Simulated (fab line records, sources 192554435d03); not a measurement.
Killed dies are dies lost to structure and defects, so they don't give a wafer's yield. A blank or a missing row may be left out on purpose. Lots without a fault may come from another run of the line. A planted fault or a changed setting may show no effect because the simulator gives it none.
Chamber matching | flow n5_finfet | N5_MOL_CONTACT_COAG_ETCHBACK_135 on rie_diel-03: 3 sister chambers
The step etches SiO2 in CHF3, target depth 25 nm, time 16.7 s. 3 wafers are shown with their chamber, then 6 later ones without.

WAFERS WITH THEIR CHAMBER
wafer  | chamber | rf_vpp_V (V)
L086.4 | 2       | 531
L086.5 | 3       | 521
L090.1 | 0       | 492

WAFERS WITHOUT THEIR CHAMBER
wafer  | rf_vpp_V (V)
L090.4 | 533
L092.4 | 521
L092.5 | 521
L091.1 | 491
L091.3 | 532
L091.4 | 522

WHICH CHAMBER EACH WENT THROUGH
wafer  | from the rows above | in truth
L090.4 | 2                   | 2
L092.4 | 3                   | 3
L092.5 | 3                   | 3
L091.1 | 0                   | 0
L091.3 | 2                   | 2
L091.4 | 3                   | 3
Placed correctly: 6 of 6. Can't be placed from these rows: 0. Placed wrongly: 0.
How it was worked out, from the rows above alone: a wafer's distance from a chamber is the root of the sum, over the readings, of the square of ((its reading less the chamber's mean) divided by the reading's scatter). The wafer belongs to the nearest chamber; if the next one is less than 2 further off, it can't be placed. A chamber's mean is the mean of its shown wafers. The scatter: with one shown wafer a chamber, the root of the mean of the squares of how far each hidden wafer lies from its nearest shown one.
